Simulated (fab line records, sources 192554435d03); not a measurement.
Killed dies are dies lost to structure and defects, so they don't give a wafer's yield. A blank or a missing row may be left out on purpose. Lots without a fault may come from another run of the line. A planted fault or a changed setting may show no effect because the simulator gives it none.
fab line records | flow n5_finfet
record lots=5 wafers=15 last_day=16
route steps=1938 shown BEOL_M4@1033
lots that met no fault: from a run of the same line without faults
start_h: hours from the record's first day to the start of the lot's first wafer shown | wait_h: hours since the lot's step before | " the same as in the row above | L1.1+2: a row that stands for several wafers | - no value, or no start given | * or withheld: withheld | < > ~ a bound
route shown NAME@n: a module of which the file shows steps, and the number in the route of the first | usual: mean/standard deviation of fault-free wafers | same: alike in all rows | chamber/n: place in a boat | sites: the reading at each site | _std_site: their standard deviation | _edge_site: outer sites' mean less inner sites' | radius_mm: how far each site lies from the wafer's centre | mask NAME#n: copy n | behind: the tool/chamber that last shaped the wafer | hold: why the lot was held/for how many hours/how that ended | device: the transistor (n, p or np) that didn't switch | end of line: the same wafers' tests at the end of the route | a step without rows: its recipe alone | killed: dies lost to structure and defects at the first sort, not the wafer's yield | map: a wafer's dies, x killed, . not, _ none there
set.NAME: the setting as run; set.NAME@STEP: as run at that earlier step | model.NAME: the simulator's own value behind a step, which no gauge read
lots at some steps of the route; a table a step, a row a wafer
services: from which hour (start_h, from the record's first day; less than 0 if before it) a tool's chamber was out of use, for how many hours, and why
## steps
# step N5_BEOL_M4_DEVELOP_10
# recipe develop_time_s=30 developer=TMAH resist=CAR-EUV rinse_liquid=surfactant_rinse dry=air_spin dev_temp_c=23
# usual resist_line_temp_C=22.99/0.11
# columns lot.wafer tool chamber start_h wait_h resist_line_temp_C
L077.1 litho_track-05 0 - - 22.81
L077.3 " 0 " " 22.91
L077.6 " 0 " " 22.98
L078.1 litho_track-03 0 - - 22.77
L078.3 " 0 " " 23.08
L078.4 " 0 " " 22.97
L086.3 litho_track-05 0 - - 22.91
L086.5 " 0 " " 22.83
L086.6 " 0 " " 22.86
L088.1 litho_track-03 0 - - 22.93
L088.4 " 0 " " 22.92
L088.5 " 0 " " 22.95
L092.1 litho_track-04 0 - - 22.97
L092.2 " 0 " " 23.16
L092.3 " 0 " " 23.20
# step N5_BEOL_M4_CD_MEAS_11
# recipe target_cd_nm=16.79 landing_energy_ev=500 detector=se_inlens polarity=opening
# usual cd_nm=16.71/0.22
# columns lot.wafer tool chamber start_h wait_h cd_nm
L077.1 cd_sem-02 0 171.44 - 16.69
L077.3 " 0 " " 16.84
L077.6 " 0 " " 16.45
L078.1 cd_sem-03 0 191.73 - 16.76
L078.3 " 0 " " 16.72
L078.4 " 0 " " 16.92
L086.3 cd_sem-01 0 226.30 - 16.82
L086.5 " 0 " " 16.58
L086.6 " 0 " " 16.74
L088.1 cd_sem-02 0 236.39 - 16.43
L088.4 " 0 " " 16.81
L088.5 " 0 " " 16.72
L092.1 cd_sem-02 0 263.38 - 17.10
L092.2 " 0 " " 16.87
L092.3 " 0 " " 16.89
# step N5_BEOL_M4_OVL_MEAS_12
# recipe points_per_wafer=522
# usual M4_OVL=-0.3/0.6
# columns lot.wafer tool chamber start_h wait_h M4_OVL[nm]
L077.1 overlay-01 0 171.47 0.0 0.7
L077.3 " 0 " " 0.4
L077.6 " 0 " " 1.4
L078.1 overlay-01 0 191.76 0.0 -0.9
L078.3 " 0 " " 0.3
L078.4 " 0 " " 0.7
L086.3 overlay-02 0 226.34 0.0 -0.4
L086.5 " 0 " " -1.1
L086.6 " 0 " " 0.1
L088.1 overlay-02 0 236.42 0.0 0.2
L088.4 " 0 " " -0.3
L088.5 " 0 " " -1.2
L092.1 overlay-02 0 263.41 0.0 -0.3
L092.2 " 0 " " -0.5
L092.3 " 0 " " -0.4
# step N5_BEOL_M4_INSPECT_13
# recipe mode=adi inspect_instrument=brightfield
# usual raw_defect_count=425/94
# columns lot.wafer tool chamber start_h wait_h raw_defect_count
L077.1 defect_inspect-01 - 171.52 0.1 468
L077.3 " - " " 453
L077.6 " - " " 490
L078.1 defect_inspect-02 - 191.82 0.1 490
L078.3 " - " " 558
L078.4 " - " " 419
L086.3 defect_inspect-02 - 226.39 0.0 444
L086.5 " - " " 377
L086.6 " - " " 339
L088.1 defect_inspect-01 - 236.48 0.1 583
L088.4 " - " " 325
L088.5 " - " " 315
L092.1 defect_inspect-02 - 263.47 0.1 442
L092.2 " - " " 481
L092.3 " - " " 444
# step N5_BEOL_M4_DESCUM_16
# recipe chemistry=O2 time_s=7 source_power_w=50 bias_power_w=20 pressure_mtorr=20 rf_frequency_hz=2.712e+07 temp_c=40 resist=CAR-EUV o2_flow_sccm=225
# usual drypump_motor_current_A=5.5/0.49 oes_product_au=0.81/0.09 rf_vpp_V=242.9/1.3 showerhead_plenum_p_Torr=2.08/0.064 throttle_valve_pct=20.40/0.27
# columns lot.wafer tool chamber start_h wait_h drypump_motor_current_A oes_product_au rf_hours_counter_h rf_vpp_V showerhead_plenum_p_Torr throttle_valve_pct
L077.1 rie_diel-04 1 171.56 0.0 6.0 0.73 195 244.2 2.17 20.82
L077.3 " 0 " " 5.0 0.68 256 241.3 2.04 20.53
L077.6 " 2 " " 5.1 0.97 - 243.2 2.07 20.30
L078.1 rie_diel-03 2 191.86 0.0 5.9 0.69 228 243.1 2.08 20.52
L078.3 " 1 " " 5.3 0.80 80 242.6 2.05 20.28
L078.4 " 2 " " 5.9 0.68 - 242.1 2.08 20.52
L086.3 rie_diel-02 1 226.48 0.1 6.4 0.95 16 242.6 2.05 19.84
L086.5 " 0 " " 5.1 0.69 - 241.2 1.96 20.87
L086.6 " 1 " " 6.4 0.95 - 243.2 2.05 19.84
L088.1 rie_diel-02 1 236.51 0.0 6.4 0.94 20 242.3 2.05 19.85
L088.4 " 2 " " 5.2 0.82 81 242.3 2.04 20.36
L088.5 " 3 " " 5.3 0.88 - 246.0 2.22 20.32
L092.1 rie_diel-03 3 263.61 0.1 5.1 0.70 181 244.4 2.15 20.34
L092.2 " 0 " " 6.1 0.85 54 241.8 2.05 20.77
L092.3 " 1 " " 5.3 0.79 104 241.5 2.04 20.32
# step N5_BEOL_M4_ETCH_74
# recipe chemistry=N2/H2 target=underlayer target_depth_a=65 mask_material=CAR-EUV time_s=5.2 ion_energy_ev=200 pressure_mtorr=30 source_w=840 bias_w=150 n2_flow_sccm=200 h2_flow_sccm=200 ends=cleared
# usual drypump_motor_current_A=5.5/0.49 etch_rf_on_time_s=5.18/0.089 oes_product_au=0.69/0.074 rf_vpp_V=523.7/2.4 showerhead_plenum_p_Torr=2.53/0.081 throttle_valve_pct=17.8/0.3
# columns lot.wafer tool chamber start_h wait_h drypump_motor_current_A etch_rf_on_time_s oes_product_au rf_hours_counter_h rf_vpp_V showerhead_plenum_p_Torr throttle_valve_pct
L077.1 rie_diel-04 1 171.59 0.0 6.0 5.18 0.63 195 527.4 2.62 18.2
L077.3 " 0 " " 5.0 5.31 0.58 256 523.0 2.53 18.4
L077.6 " 2 " " 5.1 5.13 0.82 - 522.4 2.50 17.6
L078.1 rie_diel-03 2 191.89 0.0 5.9 5.22 0.60 228 520.6 2.51 18.0
L078.3 " 1 " " 5.3 5.15 0.71 80 522.2 2.46 17.5
L078.4 " 2 " " 5.9 5.22 0.59 - 519.9 2.51 18.0
L086.3 rie_diel-02 1 226.51 0.0 6.4 5.23 0.79 16 520.6 2.49 17.2
L086.5 " 0 " " 5.1 5.17 0.61 - 521.0 2.39 18.2
L086.6 " 1 " " 6.4 5.22 0.78 - 522.4 2.49 17.2
L088.1 rie_diel-02 1 236.55 0.0 6.4 5.25 0.78 20 522.4 2.49 17.2
L088.4 " 2 " " 5.1 5.29 0.69 81 523.6 2.48 17.8
L088.5 " 3 " " 5.3 5.14 0.74 - 527.1 2.68 17.5
L092.1 rie_diel-03 3 263.64 0.0 5.2 5.19 0.62 181 527.5 2.65 18.0
L092.2 " 0 " " 6.1 5.07 0.73 54 520.8 2.48 18.0
L092.3 " 1 " " 5.3 5.25 0.68 104 520.3 2.45 17.5
# step N5_BEOL_M4_ETCH_63
# recipe chemistry=CF4 target=SiARC target_depth_a=156 mask_material=CAR-EUV time_s=26 ion_energy_ev=80 pressure_mtorr=40 source_w=545 bias_w=36 Ar_flow_sccm=100 cf4_flow_sccm=100 ends=cleared
# usual drypump_motor_current_A=5.5/0.49 etch_rf_on_time_s=26.0/0.39 oes_product_au=0.69/0.074 rf_vpp_V=184.0/1.2 showerhead_plenum_p_Torr=2.13/0.069 throttle_valve_pct=15.55/0.29
# columns lot.wafer tool chamber start_h wait_h drypump_motor_current_A etch_rf_on_time_s oes_product_au rf_hours_counter_h rf_vpp_V showerhead_plenum_p_Torr throttle_valve_pct
L077.1 rie_diel-04 1 171.61 0.0 6.0 26.5 0.62 195 183.9 2.21 15.95
L077.3 " 0 " " 5.0 26.5 0.58 256 184.4 2.10 15.89
L077.6 " 2 " " 5.1 25.4 0.83 - 182.8 2.10 15.29
L078.1 rie_diel-03 2 191.91 0.0 5.8 26.1 0.59 228 183.2 2.10 15.69
L078.3 " 1 " " 5.3 26.3 0.70 80 184.7 2.08 15.34
L078.4 " 2 " " 5.8 26.2 0.60 - 184.1 2.10 15.66
L086.3 rie_diel-02 1 226.53 0.0 6.4 25.7 0.80 16 183.7 2.10 15.04
L086.5 " 0 " " 5.1 26.2 0.59 - 183.7 2.03 16.15
L086.6 " 1 " " 6.4 25.6 0.80 - 181.7 2.10 15.04
L088.1 rie_diel-02 1 236.57 0.0 6.4 26.2 0.79 20 184.3 2.10 15.04
L088.4 " 2 " " 5.1 26.3 0.69 81 183.6 2.07 15.42
L088.5 " 3 " " 5.3 25.9 0.75 - 186.5 2.25 15.34
L092.1 rie_diel-03 3 263.66 0.0 5.1 26.2 0.61 181 184.1 2.23 15.81
L092.2 " 0 " " 6.1 25.6 0.74 54 182.7 2.09 15.78
L092.3 " 1 " " 5.3 26.5 0.68 104 183.3 2.08 15.39
# step N5_BEOL_M4_ETCH_64
# recipe chemistry=N2/H2 target=SOC target_depth_a=750 overetch_a=225 mask_material=SiARC temp_c=40 time_s=121.9 ion_energy_ev=200 pressure_mtorr=30 source_w=840 bias_w=150 n2_flow_sccm=200 h2_flow_sccm=200
# usual drypump_motor_current_A=5.5/0.49 oes_product_au=0.62/0.062 rf_vpp_V=523.5/2.4 showerhead_plenum_p_Torr=2.53/0.081 throttle_valve_pct=17.8/0.3
# columns lot.wafer tool chamber start_h wait_h drypump_motor_current_A oes_product_au rf_hours_counter_h rf_vpp_V showerhead_plenum_p_Torr throttle_valve_pct
L077.1 rie_diel-04 1 171.64 0.0 6.0 0.56 195 524.7 2.62 18.2
L077.3 " 0 " " 5.0 0.52 256 522.2 2.53 18.3
L077.6 " 2 " " 5.1 0.73 - 522.6 2.50 17.6
L078.1 rie_diel-03 2 191.94 0.0 5.9 0.53 228 524.2 2.51 18.0
L078.3 " 1 " " 5.3 0.62 80 522.3 2.46 17.5
L078.4 " 2 " " 5.9 0.54 - 523.6 2.51 18.0
L086.3 rie_diel-02 1 226.56 0.0 6.4 0.70 16 522.1 2.49 17.2
L086.5 " 0 " " 5.1 0.53 - 520.8 2.39 18.2
L086.6 " 1 " " 6.4 0.69 - 522.1 2.49 17.2
L088.1 rie_diel-02 1 236.59 0.0 6.4 0.69 20 521.7 2.49 17.2
L088.4 " 2 " " 5.2 0.62 81 521.7 2.48 17.8
L088.5 " 3 " " 5.3 0.66 - 527.2 2.68 17.5
L092.1 rie_diel-03 3 263.69 0.0 5.2 0.54 181 526.7 2.65 18.0
L092.2 " 0 " " 6.1 0.64 54 521.3 2.48 18.0
L092.3 " 1 " " 5.3 0.60 104 522.1 2.45 17.5
# step N5_BEOL_M4_STRIP_65
# recipe chemistry=N2/H2 temp_c=40 n2_flow_sccm=200 h2_flow_sccm=200 rf_frequency_hz=6e+07
# columns lot.wafer tool chamber start_h wait_h
L077.1+3+6 rie_diel-04 1,0,2 171.75 0.1
L078.1+3+4 rie_diel-03 2,1,2 192.05 0.1
L086.3+5+6 rie_diel-02 1,0,1 226.67 0.1
L088.1+4+5 rie_diel-02 1,2,3 236.71 0.1
L092.1+2+3 rie_diel-03 3,0,1 263.80 0.1
# step N5_BEOL_M4_STRIP_75
# recipe chemistry=N2/H2 temp_c=40 n2_flow_sccm=200 h2_flow_sccm=200 rf_frequency_hz=6e+07
# columns lot.wafer tool chamber start_h wait_h
L077.1+3+6 rie_diel-04 1,0,2 171.76 0.0
L078.1+3+4 rie_diel-03 2,1,2 192.06 0.0
L086.3+5+6 rie_diel-02 1,0,1 226.68 0.0
L088.1+4+5 rie_diel-02 1,2,3 236.72 0.0
L092.1+2+3 rie_diel-03 3,0,1 263.81 0.0
# step N5_BEOL_M4_STRIP_66
# recipe chemistry=CF4 resist=SiARC power_w=300 bias_power_w=75 pressure_mtorr=50 cf4_flow_sccm=150 rf_frequency_hz=6e+07
# usual drypump_motor_current_A=5.5/0.49 oes_product_au=0.80/0.08 rf_vpp_V=270.9/1.4 showerhead_plenum_p_Torr=1.78/0.057 throttle_valve_pct=13.53/0.3
# columns lot.wafer tool chamber start_h wait_h drypump_motor_current_A oes_product_au rf_hours_counter_h rf_vpp_V showerhead_plenum_p_Torr throttle_valve_pct
L077.1 rie_diel-04 1 171.77 0.0 6.0 0.73 195 273.9 1.85 13.90
L077.3 " 0 " " 5.0 0.68 256 269.7 1.76 13.92
L077.6 " 2 " " 5.0 0.95 - 270.2 1.75 13.21
L078.1 rie_diel-03 2 192.07 0.0 5.9 0.70 228 270.3 1.76 13.70
L078.3 " 1 " " 5.3 0.81 80 270.2 1.75 13.35
L078.4 " 2 " " 5.9 0.70 - 270.1 1.76 13.69
L086.3 rie_diel-02 1 226.69 0.0 6.4 0.91 16 270.2 1.77 13.03
L086.5 " 0 " " 5.1 0.69 - 267.2 1.70 14.12
L086.6 " 1 " " 6.4 0.91 - 271.1 1.77 13.02
L088.1 rie_diel-02 1 236.73 0.0 6.4 0.91 20 270.3 1.76 13.01
L088.4 " 2 " " 5.1 0.81 81 270.0 1.73 13.42
L088.5 " 3 " " 5.3 0.86 - 273.3 1.88 13.28
L092.1 rie_diel-03 3 263.82 0.0 5.2 0.71 181 272.7 1.87 13.80
L092.2 " 0 " " 6.1 0.84 54 270.4 1.75 13.71
L092.3 " 1 " " 5.3 0.79 104 268.9 1.75 13.39
# step N5_BEOL_M4_HM_OPEN_17
# recipe chemistry=Cl2/BCl3 target_depth_a=200 overetch_a=60 target=TiN mask_material=SOC ion_energy_ev=150 pressure_mtorr=10 icp_w=1000 bias_w=126 Cl2_flow_sccm=53.25 bcl3_flow_sccm=21.75 Ar_flow_sccm=25
# usual drypump_motor_current_A=5.8/0.43 mfc_cl2_sccm=53.25/0.17 oes_product_au=0.61/0.081 throttle_valve_pct=22.40/0.2
# columns lot.wafer tool chamber start_h wait_h drypump_motor_current_A mfc_cl2_sccm oes_product_au rf_hours_counter_h throttle_valve_pct
L077.1 rie_metal-03 0 171.82 0.0 6.2 53.26 0.73 24 22.41
L077.3 " 1 " " 5.1 53.42 0.67 - 22.04
L077.6 " 0 " " 6.2 53.24 0.73 - 22.43
L078.1 rie_metal-02 0 192.11 0.0 5.9 53.25 0.55 109 22.37
L078.3 " 0 " " 5.9 53.40 0.55 - 22.36
L078.4 " 1 " " 5.6 53.51 0.55 - 22.67
L086.3 rie_metal-03 0 226.76 0.1 6.2 53.25 0.70 - 22.45
L086.5 " 0 " " 6.2 53.09 0.71 - 22.45
L086.6 " 1 " " 5.1 52.98 0.66 - 22.05
L088.1 rie_metal-03 0 236.77 0.0 6.2 53.30 0.71 32 22.45
L088.4 " 1 " " 5.1 53.21 0.65 - 22.05
L088.5 " 1 " " 5.1 53.30 0.65 - 22.06
L092.1 rie_metal-02 0 263.86 0.0 5.9 53.24 0.54 116 22.37
L092.2 " 0 " " 5.9 53.35 0.54 - 22.37
L092.3 " 0 " " 5.9 53.04 0.55 - 22.36
# step N5_BEOL_M4_STRIP_19
# recipe chemistry=O2 power_w=400 temp_c=40 pressure_mtorr=30 rf_frequency_hz=6e+07 bias_power_w=0 overash_fraction=0.2 o2_flow_sccm=225
# usual drypump_motor_current_A=5.5/0.49 oes_product_au=0.82/0.098 rf_vpp_V=3.7/0.49 showerhead_plenum_p_Torr=2.08/0.07 throttle_valve_pct=16.6/0.3
# columns lot.wafer tool chamber start_h wait_h drypump_motor_current_A oes_product_au rf_hours_counter_h rf_vpp_V showerhead_plenum_p_Torr throttle_valve_pct
L077.1 rie_diel-02 0 171.93 0.1 5.1 0.71 216 3.6 1.98 17.1
L077.3 " 2 " " 5.2 0.86 57 3.8 2.05 16.5
L077.6 " 0 " " 5.1 0.70 - 3.3 1.98 17.1
L078.1 rie_diel-02 1 192.79 0.6 6.4 1.01 3 3.3 2.06 16.1
L078.3 " 3 " " 5.3 0.91 35 4.2 2.23 16.5
L078.4 " 2 " " 5.1 0.85 65 3.5 2.05 16.5
L086.3 rie_diel-04 0 227.00 0.2 5.0 0.94 6 3.6 2.04 16.4
L086.5 " 3 " " 6.2 0.90 - 3.6 2.06 16.4
L086.6 " 0 " " 5.0 0.96 - 3.9 2.04 16.4
L088.1 rie_diel-02 2 236.88 0.1 5.1 0.83 81 3.4 2.04 16.6
L088.4 " 0 " " 5.1 0.69 240 4.0 1.97 17.1
L088.5 " 0 " " 5.1 0.68 - 3.9 1.97 17.1
L092.1 rie_diel-04 3 264.15 0.3 6.1 0.87 34 4.0 2.05 16.4
L092.2 " 2 " " 5.1 0.88 44 4.1 2.06 16.6
L092.3 " 1 " " 6.0 0.71 234 4.2 2.16 17.1
# step N5_BEOL_M4_CD_MEAS_18
# recipe pitch_nm=36 target_cd_nm=18
# usual cd_nm=17.93/0.29
# columns lot.wafer tool chamber start_h wait_h cd_nm
L077.1 cd_sem-03 - 172.00 0.0 17.83
L077.3 " - " " 17.51
L077.6 " - " " 17.78
L078.1 cd_sem-01 - 192.86 0.0 17.41
L078.3 " - " " 18.45
L078.4 " - " " 17.65
L086.3 cd_sem-02 - 227.07 0.1 17.96
L086.5 " - " " 17.68
L086.6 " - " " 18.07
L088.1 cd_sem-03 - 236.96 0.1 18.44
L088.4 " - " " 18.11
L088.5 " - " " 18.35
L092.1 cd_sem-02 - 264.22 0.0 18.59
L092.2 " - " " 18.19
L092.3 " - " " 18.15
# step N5_BEOL_M4_COAT_67
# recipe resist=SOC temp_c=250 time_s=60 spin_rpm=1500 resist_thk_nm=60
# usual resist_line_temp_C=22.98/0.1
# columns lot.wafer tool chamber start_h wait_h resist_line_temp_C
L077.1 litho_track-05 0 172.03 0.0 23.07
L077.3 " 0 " " 23.03
L077.6 " 0 " " 22.95
L078.1 litho_track-03 0 192.89 0.0 23.15
L078.3 " 0 " " 23.08
L078.4 " 0 " " 23.09
L086.3 litho_track-05 0 227.11 0.0 22.98
L086.5 " 0 " " 22.89
L086.6 " 0 " " 23.00
L088.1 litho_track-04 0 236.99 0.0 22.84
L088.4 " 0 " " 22.82
L088.5 " 0 " " 22.83
L092.1 litho_track-05 0 264.25 0.0 23.17
L092.2 " 0 " " 23.04
L092.3 " 0 " " 23.06
# step N5_BEOL_M4_COAT_68
# recipe resist=SiARC temp_c=220 time_s=60 spin_rpm=1500 resist_thk_nm=12
# usual resist_line_temp_C=23.01/0.095
# columns lot.wafer tool chamber start_h wait_h resist_line_temp_C
L077.1 litho_track-05 0 - - 23.04
L077.3 " 0 " " 23.13
L077.6 " 0 " " 23.06
L078.1 litho_track-03 0 - - 23.01
L078.3 " 0 " " 23.01
L078.4 " 0 " " 23.10
L086.3 litho_track-05 0 - - 22.92
L086.5 " 0 " " 23.08
L086.6 " 0 " " 23.00
L088.1 litho_track-04 0 - - 23.11
L088.4 " 0 " " 23.19
L088.5 " 0 " " 23.23
L092.1 litho_track-05 0 - - 22.98
L092.2 " 0 " " 23.14
L092.3 " 0 " " 22.88
# step N5_BEOL_M4_COAT_76
# recipe resist=underlayer temp_c=205 time_s=60 spin_rpm=1500 resist_thk_nm=5
# usual resist_line_temp_C=23.00/0.1
# columns lot.wafer tool chamber start_h wait_h resist_line_temp_C
L077.1 litho_track-05 0 - - 23.13
L077.3 " 0 " " 23.08
L077.6 " 0 " " 23.11
L078.1 litho_track-03 0 - - 22.94
L078.3 " 0 " " 23.02
L078.4 " 0 " " 23.09
L086.3 litho_track-05 0 - - 23.11
L086.5 " 0 " " 23.16
L086.6 " 0 " " 23.08
L088.1 litho_track-04 0 - - 22.86
L088.4 " 0 " " 23.12
L088.5 " 0 " " 23.06
L092.1 litho_track-05 0 - - 23.10
L092.2 " 0 " " 22.93
L092.3 " 0 " " 22.95
# step N5_BEOL_M4_COAT_22
# recipe resist=CAR-EUV spin_rpm=1500 resist_thk_nm=30
# usual resist_line_temp_C=22.97/0.099
# columns lot.wafer tool chamber start_h wait_h resist_line_temp_C
L077.1 litho_track-05 0 - - 23.00
L077.3 " 0 " " 23.05
L077.6 " 0 " " 23.03
L078.1 litho_track-03 0 - - 22.95
L078.3 " 0 " " 22.86
L078.4 " 0 " " 22.93
L086.3 litho_track-05 0 - - 22.95
L086.5 " 0 " " 22.86
L086.6 " 0 " " 22.82
L088.1 litho_track-04 0 - - 22.98
L088.4 " 0 " " 23.16
L088.5 " 0 " " 23.11
L092.1 litho_track-05 0 - - 23.24
L092.2 " 0 " " 23.23
L092.3 " 0 " " 23.14
# step N5_BEOL_M4_EBR_24
# recipe solvent=PGMEA ebr_width_mm=1.5
# usual resist_line_temp_C=22.99/0.085
# same ebr_width_mm=1.5
# columns lot.wafer tool chamber start_h wait_h resist_line_temp_C
L077.1 litho_track-05 0 - - 23.02
L077.3 " 0 " " 23.05
L077.6 " 0 " " 22.96
L078.1 litho_track-03 0 - - 22.86
L078.3 " 0 " " 23.02
L078.4 " 0 " " 23.03
L086.3 litho_track-05 0 - - 22.96
L086.5 " 0 " " 23.02
L086.6 " 0 " " 22.92
L088.1 litho_track-04 0 - - 23.10
L088.4 " 0 " " 22.95
L088.5 " 0 " " 22.90
L092.1 litho_track-05 0 - - 22.99
L092.2 " 0 " " 22.82
L092.3 " 0 " " 22.91
# step N5_BEOL_M4_SOFTBAKE_23
# recipe temp_c=110 time_s=60 resist=CAR-EUV
# usual resist_line_temp_C=22.99/0.13
# columns lot.wafer tool chamber start_h wait_h resist_line_temp_C
L077.1 litho_track-05 0 - - 22.90
L077.3 " 0 " " 22.76
L077.6 " 0 " " 23.02
L078.1 litho_track-03 0 - - 22.89
L078.3 " 0 " " 23.11
L078.4 " 0 " " 22.97
L086.3 litho_track-05 0 - - 23.01
L086.5 " 0 " " 22.79
L086.6 " 0 " " 22.94
L088.1 litho_track-04 0 - - 23.14
L088.4 " 0 " " 23.09
L088.5 " 0 " " 23.13
L092.1 litho_track-05 0 - - 22.84
L092.2 " 0 " " 22.78
L092.3 " 0 " " 22.69
# step N5_BEOL_M4_EXPOSE_25
# recipe mask_id=V3 na=0.33 source_shape=quasar sigma_inner=0.2 sigma_outer=0.8 polarization=unpolarized defocus_nm=5 dose_mj=63
# columns lot.wafer tool chamber start_h wait_h mask
L077.1+3+6 euv_scanner-02 0 172.30 - V3#0
L078.1+3+4 euv_scanner-01 0 193.15 - V3#0
L086.3+5+6 euv_scanner-02 0 227.26 - V3#0
L088.1+4+5 euv_scanner-02 0 237.25 - V3#0
L092.1+2+3 euv_scanner-02 0 264.39 - V3#0
# step N5_BEOL_M4_PEB_26
# recipe peb_temp_c=100 peb_time_s=60 resist=CAR-EUV
# usual resist_line_temp_C=23.03/0.09
# columns lot.wafer tool chamber start_h wait_h resist_line_temp_C
L077.1 litho_track-05 0 172.37 0.1 22.92
L077.3 " 0 " " 22.92
L077.6 " 0 " " 23.03
L078.1 litho_track-04 0 193.23 0.1 22.94
L078.3 " 0 " " 23.04
L078.4 " 0 " " 23.07
L086.3 litho_track-03 0 227.32 0.1 23.01
L086.5 " 0 " " 23.21
L086.6 " 0 " " 23.02
L088.1 litho_track-05 0 237.33 0.1 23.07
L088.4 " 0 " " 23.25
L088.5 " 0 " " 22.84
L092.1 litho_track-03 0 264.47 0.1 23.07
L092.2 " 0 " " 23.08
L092.3 " 0 " " 23.03
# step N5_BEOL_M4_DEVELOP_27
# recipe develop_time_s=30 developer=TMAH resist=CAR-EUV rinse_liquid=surfactant_rinse dry=air_spin dev_temp_c=23
# usual resist_line_temp_C=22.99/0.093
# columns lot.wafer tool chamber start_h wait_h resist_line_temp_C
L077.1 litho_track-05 0 - - 22.97
L077.3 " 0 " " 22.84
L077.6 " 0 " " 22.86
L078.1 litho_track-04 0 - - 22.97
L078.3 " 0 " " 22.92
L078.4 " 0 " " 23.03
L086.3 litho_track-03 0 - - 22.96
L086.5 " 0 " " 22.92
L086.6 " 0 " " 23.04
L088.1 litho_track-05 0 - - 23.09
L088.4 " 0 " " 23.15
L088.5 " 0 " " 23.02
L092.1 litho_track-03 0 - - 22.89
L092.2 " 0 " " 22.86
L092.3 " 0 " " 22.89
# step N5_BEOL_M4_CD_MEAS_28
# recipe target_cd_nm=26.2 landing_energy_ev=500 detector=se_inlens target_cd_y_nm=24.1 polarity=opening
# usual cd_nm=26.21/0.22
# columns lot.wafer tool chamber start_h wait_h cd_nm
L077.1 cd_sem-02 0 172.44 - 26.07
L077.3 " 0 " " 26.01
L077.6 " 0 " " 26.13
L078.1 cd_sem-03 0 193.30 - 26.31
L078.3 " 0 " " 26.19
L078.4 " 0 " " 26.24
L086.3 cd_sem-02 0 227.39 - 26.07
L086.5 " 0 " " 26.45
L086.6 " 0 " " 26.50
L088.1 cd_sem-02 0 237.40 - 26.06
L088.4 " 0 " " 26.13
L088.5 " 0 " " 25.58
L092.1 cd_sem-01 0 264.54 - 26.02
L092.2 " 0 " " 25.83
L092.3 " 0 " " 26.26
# step N5_BEOL_M4_OVL_MEAS_29
# recipe points_per_wafer=522
# usual V3_OVL=-0.2/0.65
# columns lot.wafer tool chamber start_h wait_h V3_OVL[nm]
L077.1 overlay-02 0 172.47 0.0 0.6
L077.3 " 0 " " -0.4
L077.6 " 0 " " 0.2
L078.1 overlay-01 0 193.33 0.0 -1.5
L078.3 " 0 " " -1.4
L078.4 " 0 " " -0.5
L086.3 overlay-02 0 227.43 0.0 -1.1
L086.5 " 0 " " -1.0
L086.6 " 0 " " -0.7
L088.1 overlay-01 0 237.43 0.0 0.8
L088.4 " 0 " " 0.6
L088.5 " 0 " " 0.6
L092.1 overlay-02 0 264.57 0.0 0.2
L092.2 " 0 " " -0.6
L092.3 " 0 " " -0.6
# step N5_BEOL_M4_INSPECT_30
# recipe mode=adi inspect_instrument=brightfield
# usual raw_defect_count=426/95
# columns lot.wafer tool chamber start_h wait_h raw_defect_count
L077.1 defect_inspect-01 - 172.53 0.1 449
L077.3 " - " " 455
L077.6 " - " " 461
L078.1 defect_inspect-02 - 193.39 0.1 530
L078.3 " - " " 554
L078.4 " - " " 428
L086.3 defect_inspect-02 - 227.48 0.0 450
L086.5 " - " " 365
L086.6 " - " " 339
L088.1 defect_inspect-01 - 237.49 0.1 578
L088.4 " - " " 294
L088.5 " - " " 296
L092.1 defect_inspect-02 - 264.63 0.1 450
L092.2 " - " " 439
L092.3 " - " " 424
# step N5_BEOL_M4_DESCUM_33
# recipe chemistry=O2 time_s=7 source_power_w=50 bias_power_w=20 pressure_mtorr=20 rf_frequency_hz=2.712e+07 temp_c=40 resist=CAR-EUV o2_flow_sccm=225
# usual drypump_motor_current_A=5.5/0.48 oes_product_au=0.82/0.093 rf_vpp_V=243.1/1.4 showerhead_plenum_p_Torr=2.09/0.073 throttle_valve_pct=20.39/0.28
# columns lot.wafer tool chamber start_h wait_h drypump_motor_current_A oes_product_au rf_hours_counter_h rf_vpp_V showerhead_plenum_p_Torr throttle_valve_pct
L077.1 rie_diel-04 0 172.56 0.0 5.0 0.68 257 243.0 2.04 20.55
L077.3 " 1 " " 6.0 0.74 195 244.9 2.16 20.84
L077.6 " 0 " " 5.0 0.68 - 241.7 2.04 20.53
L078.1 rie_diel-03 0 193.76 0.4 6.1 0.90 27 242.7 2.06 20.72
L078.3 " 3 " " 5.1 0.73 154 243.9 2.16 20.28
L078.4 " 2 " " 5.9 0.69 229 241.7 2.08 20.55
L086.3 rie_diel-02 2 227.54 0.1 5.1 0.84 78 241.5 2.04 20.35
L086.5 " 0 " " 5.1 0.70 - 240.5 1.96 20.87
L086.6 " 1 " " 6.4 0.95 - 242.4 2.05 19.83
L088.1 rie_diel-03 2 237.52 0.0 5.8 0.69 245 243.1 2.07 20.54
L088.4 " 1 " " 5.3 0.79 94 242.4 2.05 20.30
L088.5 " 0 " " 6.1 0.86 - 241.9 2.05 20.74
L092.1 rie_diel-04 1 264.66 0.0 6.0 0.70 235 244.6 2.15 20.89
L092.2 " 3 " " 6.2 0.87 34 242.1 2.05 20.12
L092.3 " 2 " " 5.1 0.87 45 241.5 2.05 20.37
## services
# columns tool chamber start_h hours kind
euv_scanner-02 - 149.30 12.0 pm
rie_metal-02 - 152.42 0.4 repair
euv_scanner-01 - 162.31 1.0 pm
rie_diel-04 3 163.89 - clean
rie_diel-04 3 163.89 - consumable_replace:focus_ring
rie_diel-02 1 166.72 - clean
rie_diel-02 1 166.72 - consumable_replace:focus_ring
rie_diel-02 1 166.72 15.5 scheduled_down
rie_diel-02 1 166.72 15.5 vent_cycle
rie_metal-03 - 181.71 0.5 repair
rie_diel-03 1 204.96 8.0 repair
euv_scanner-02 - 206.11 1.0 pm
euv_scanner-01 - 208.19 1.0 pm
rie_metal-02 - 210.46 2.8 pm
rie_diel-03 0 222.41 3.9 repair
euv_scanner-01 - 223.43 5.8 pm
euv_scanner-02 - 244.18 0.4 repair
rie_diel-04 0 244.97 22.3 repair
rie_diel-03 2 251.38 - clean
rie_diel-03 2 251.38 - consumable_replace:focus_ring
rie_diel-03 2 251.38 17.0 scheduled_down
rie_diel-03 2 251.38 17.0 vent_cycle
euv_scanner-02 - 262.26 1.0 pm
euv_scanner-01 - 264.34 1.0 pm
## key
fault none
